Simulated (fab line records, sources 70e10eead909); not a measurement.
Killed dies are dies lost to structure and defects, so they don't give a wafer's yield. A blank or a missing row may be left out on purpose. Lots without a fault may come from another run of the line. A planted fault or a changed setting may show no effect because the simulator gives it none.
Chamber matching | flow nand_harc | NHARC_A_CHANNEL_HOLE_D1_ETCH_38 on rie_diel-05: 4 sister chambers
The step etches the open film in CF4, target depth 39 nm, time 65 s. 22 wafers are shown with their chamber, then 11 later ones without.

WAFERS WITH THEIR CHAMBER
wafer  | chamber | oes_product_au (a.u.) | rf_vpp_V (V) | throttle_valve_pct (%)
L075.1 | 1       | 1.014                 | 155.0        | 13.271
L075.3 | 0       | 0.997                 | 151.6        | 13.289
L075.6 | 0       | 1.001                 | 151.2        | 13.286
L075.2 | 3       | 0.993                 | 149.4        | 13.284
L075.4 | 2       | 1.015                 | 149.2        | 13.277
L075.5 | 1       | 1.005                 | 152.8        | 13.280
L078.1 | 3       | 0.983                 | 150.4        | 13.279
L078.5 | 3       | 0.988                 | 150.0        | 13.285
L078.6 | 0       | 0.990                 | 152.1        | 13.285
L082.4 | 0       | 0.996                 | 151.9        | 13.275
L082.5 | 1       | 0.998                 | 153.3        | 13.281
L082.6 | 0       | 1.001                 | 152.1        | 13.276
L087.1 | 2       | 1.013                 | 148.9        | 13.286
L087.5 | 0       | 0.999                 | 151.2        | 13.282
L087.6 | 1       | 0.996                 | 152.6        | 13.287
L085.2 | 2       | 1.008                 | 150.6        | 13.285
L085.3 | 1       | 0.985                 | 152.6        | 13.301
L085.5 | 2       | 1.018                 | 151.5        | 13.287
L089.1 | 2       | 1.013                 | 151.7        | 13.282
L089.2 | 3       | 0.988                 | 152.3        | 13.293
L089.3 | 1       | 1.003                 | 154.3        | 13.270
L089.4 | 0       | 1.012                 | 153.7        | 13.285

SIGNATURES (means of the wafers above)
reading            | chamber 0 | chamber 1 | chamber 2 | chamber 3 | scatter within a chamber
oes_product_au     | 0.99943   | 1.00017   | 1.01340   | 0.98800   | 0.00686
rf_vpp_V           | 151.971   | 153.433   | 150.380   | 150.525   | 1.07
throttle_valve_pct | 13.28257  | 13.28167  | 13.28340  | 13.28525  | 0.0074
Rule: a wafer's distance from a chamber is the root of the sum, over the readings, of the square of ((its reading less the chamber's mean) divided by the reading's scatter). The wafer belongs to the nearest chamber; if the next one is less than 2 further off, it can't be placed. The scatter: the root of (the sum of the squares of (reading less its chamber's mean) over the shown wafers, divided by (wafers less chambers)).

WAFERS WITHOUT THEIR CHAMBER
wafer  | oes_product_au (a.u.) | rf_vpp_V (V) | throttle_valve_pct (%)
L089.5 | 1.010                 | 152.9        | 13.280
L089.6 | 0.985                 | 150.7        | 13.294
L092.2 | 1.001                 | 152.2        | 13.292
L092.4 | 1.005                 | 149.8        | 13.290
L092.6 | 0.992                 | 152.0        | 13.273
L095.1 | 1.000                 | 149.1        | 13.280
L095.3 | 1.002                 | 151.3        | 13.284
L095.6 | 0.991                 | 151.2        | 13.281
L096.1 | 0.989                 | 152.1        | 13.296
L096.4 | 0.995                 | 151.6        | 13.287
L096.5 | 0.989                 | 152.0        | 13.290

WHICH CHAMBER EACH WENT THROUGH
wafer  | from the rows above               | in truth
L089.5 | can't be placed: 1 or 0 or 2      | 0
L089.6 | can't be placed: 3 or 0           | 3
L092.2 | can't be placed: 0 or 1 or 3 or 2 | 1
L092.4 | can't be placed: 2 or 0 or 3      | 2
L092.6 | can't be placed: 0 or 1 or 3      | 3
L095.1 | can't be placed: 3 or 2 or 0 or 1 | 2
L095.3 | can't be placed: 0 or 2 or 1 or 3 | 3
L095.6 | can't be placed: 3 or 0 or 1      | 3
L096.1 | can't be placed: 3 or 0 or 1      | 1
L096.4 | can't be placed: 0 or 3 or 1      | 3
L096.5 | can't be placed: 3 or 0 or 1      | 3
Placed correctly: 0 of 11. Can't be placed from these rows: 11 (the true chamber is among the candidates in 11). Placed wrongly: 0.
